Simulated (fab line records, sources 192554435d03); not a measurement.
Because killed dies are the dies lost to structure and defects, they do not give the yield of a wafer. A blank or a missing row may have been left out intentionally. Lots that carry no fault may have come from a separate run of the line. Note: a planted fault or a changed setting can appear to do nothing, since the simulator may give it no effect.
Matching of chambers ; flow n5-finfet ; N5_BEOL_M5_PRE_CLEAN_77 on cvd-co-01 has 3 sister chambers
The step time 15 s. 3 wafers are shown with their chamber, then 8 later ones without.

WAFERS WITH THEIR CHAMBER
wafer;chamber;heater-power-w (W)
L085.3;0;75
L085.5;1;143
L089.1;2;80

WAFERS WITHOUT THEIR CHAMBER
wafer;heater-power-w (W)
L089.5;141
L089.6;77
L096.1;144
L096.5;83
L096.6;77
L095.2;144
L095.4;144
L095.6;79

CHAMBER TAKEN BY EACH
wafer;from the rows above;in truth
L089.5;1;1
L089.6;can't be placed: 0 or 2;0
L096.1;1;1
L096.5;2;2
L096.6;can't be placed: 0 or 2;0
L095.2;1;1
L095.4;1;1
L095.6;can't be placed: 2 or 0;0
5 of 8 placed correctly. Can't be placed from these rows: 3 (the true chamber is among the candidates in 3). Number placed wrongly: 0.
How it was worked out, from the rows above alone: a wafer's distance from a chamber is the root of the sum, over the readings, of the square of ((its reading less the chamber's mean) divided by the reading's scatter). The wafer belongs to the nearest chamber; if the next one is less than 2 further off, it can't be placed. The mean given for a chamber averages the wafers shown for that chamber. The scatter: root of mean squared gap, hidden wafer to nearest shown wafer, with one shown wafer a chamber.
